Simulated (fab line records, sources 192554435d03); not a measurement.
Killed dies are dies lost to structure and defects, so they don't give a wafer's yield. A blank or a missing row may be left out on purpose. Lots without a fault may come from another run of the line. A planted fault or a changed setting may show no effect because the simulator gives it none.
Chamber matching | flow n5_finfet | N5_BEOL_M7_ETCH_61 on rie_diel-03: 4 sister chambers
The step etches SiARC in CF4, target depth 45.5 nm, time 75.8 s. 14 wafers are shown with their chamber, then 7 later ones without.

WAFERS WITH THEIR CHAMBER
wafer  | chamber | drypump_motor_current_A (A) | throttle_valve_pct (%) | oes_product_au (a.u.)
L076.3 | 0       | 5.3                         | 15.33                  | 0.62
L076.4 | 2       | 6.0                         | 15.71                  | 0.62
L076.6 | 1       | 5.9                         | 15.73                  | 0.63
L079.2 | 1       | 5.9                         | 15.76                  | 0.63
L079.3 | 2       | 5.9                         | 15.72                  | 0.62
L079.5 | 0       | 5.3                         | 15.35                  | 0.62
L082.2 | 0       | 5.2                         | 15.36                  | 0.61
L082.3 | 2       | 6.0                         | 15.73                  | 0.62
L082.5 | 2       | 6.0                         | 15.73                  | 0.61
L089.3 | 0       | 5.3                         | 15.39                  | 0.60
L089.4 | 2       | 6.0                         | 15.76                  | 0.60
L089.5 | 1       | 5.9                         | 15.77                  | 0.61
L090.3 | 0       | 5.2                         | 15.41                  | 0.60
L090.4 | 3       | 5.7                         | 15.45                  | 0.74

SIGNATURES (means of the wafers above)
reading                 | chamber 0 | chamber 1 | chamber 2 | chamber 3 | scatter within a chamber
drypump_motor_current_A | 5.260     | 5.900     | 5.980     | 5.700     | 0.0447
throttle_valve_pct      | 15.3680   | 15.7533   | 15.7300   | 15.4500   | 0.0252
oes_product_au          | 0.6100    | 0.6233    | 0.6140    | 0.7400    | 0.00993
Rule: a wafer's distance from a chamber is the root of the sum, over the readings, of the square of ((its reading less the chamber's mean) divided by the reading's scatter). The wafer belongs to the nearest chamber; if the next one is less than 2 further off, it can't be placed. The scatter: the root of (the sum of the squares of (reading less its chamber's mean) over the shown wafers, divided by (wafers less chambers)).

WAFERS WITHOUT THEIR CHAMBER
wafer  | drypump_motor_current_A (A) | throttle_valve_pct (%) | oes_product_au (a.u.)
L090.5 | 5.2                         | 15.41                  | 0.60
L091.1 | 5.3                         | 15.40                  | 0.60
L091.2 | 5.7                         | 15.45                  | 0.74
L091.4 | 5.9                         | 15.81                  | 0.62
L094.1 | 5.2                         | 15.40                  | 0.59
L094.2 | 5.9                         | 15.82                  | 0.61
L094.3 | 6.0                         | 15.77                  | 0.58

WHICH CHAMBER EACH WENT THROUGH
wafer  | from the rows above     | in truth
L090.5 | 0                       | 0
L091.1 | 0                       | 0
L091.2 | 3                       | 3
L091.4 | can't be placed: 1 or 2 | 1
L094.1 | 0                       | 0
L094.2 | can't be placed: 1 or 2 | 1
L094.3 | can't be placed: 2 or 1 | 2
Placed correctly: 4 of 7. Can't be placed from these rows: 3 (the true chamber is among the candidates in 3). Placed wrongly: 0.
